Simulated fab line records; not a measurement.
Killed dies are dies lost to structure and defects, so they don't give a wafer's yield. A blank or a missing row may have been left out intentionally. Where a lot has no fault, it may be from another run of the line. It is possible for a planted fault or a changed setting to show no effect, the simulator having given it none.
Matching of chambers / flow n5 finfet / ald metal-01 running N5_BEOL_M7_ALD_77: 4 sister chambers
The step deposits TaN, target thk 2 nm, pulse time 2 s, purge time 3 s. 4 wafers are shown with their chamber, then 8 later ones without.

== WAFERS WITH THEIR CHAMBER ==
wafer=L074.4; chamber=0; heater power w (W)=364
wafer=L080.5; chamber=3; heater power w (W)=374
wafer=L079.4; chamber=1; heater power w (W)=438
wafer=L084.1; chamber=2; heater power w (W)=412

== WAFERS WHOSE CHAMBER IS MISSING ==
wafer=L084.3; heater power w (W)=370
wafer=L084.4; heater power w (W)=376
wafer=L091.2; heater power w (W)=372
wafer=L091.3; heater power w (W)=417
wafer=L091.6; heater power w (W)=366
wafer=L094.2; heater power w (W)=379
wafer=L094.3; heater power w (W)=371
wafer=L094.5; heater power w (W)=371

== CHAMBER TAKEN BY EACH ==
wafer=L084.3; from the rows above=can't be placed: 3 or 0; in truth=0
wafer=L084.4; from the rows above=3; in truth=3
wafer=L091.2; from the rows above=can't be placed: 3 or 0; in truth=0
wafer=L091.3; from the rows above=2; in truth=2
wafer=L091.6; from the rows above=can't be placed: 0 or 3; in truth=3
wafer=L094.2; from the rows above=3; in truth=3
wafer=L094.3; from the rows above=can't be placed: 3 or 0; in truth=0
wafer=L094.5; from the rows above=can't be placed: 3 or 0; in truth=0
3 of 8 placed correctly. Not placeable from these rows: 5 (in 5, the candidates include the true chamber). Wrongly placed: 0.
How it was worked out, from the rows above alone: a wafer's distance from a chamber is the root of the sum, over the readings, of the square of ((its reading less the chamber's mean) divided by the reading's scatter). The wafer belongs to the nearest chamber; if the next one is less than 2 further off, it can't be placed. Each chamber's mean is taken over the wafers shown for it. The scatter: root of mean squared gap, hidden wafer to nearest shown wafer, with one shown wafer a chamber.
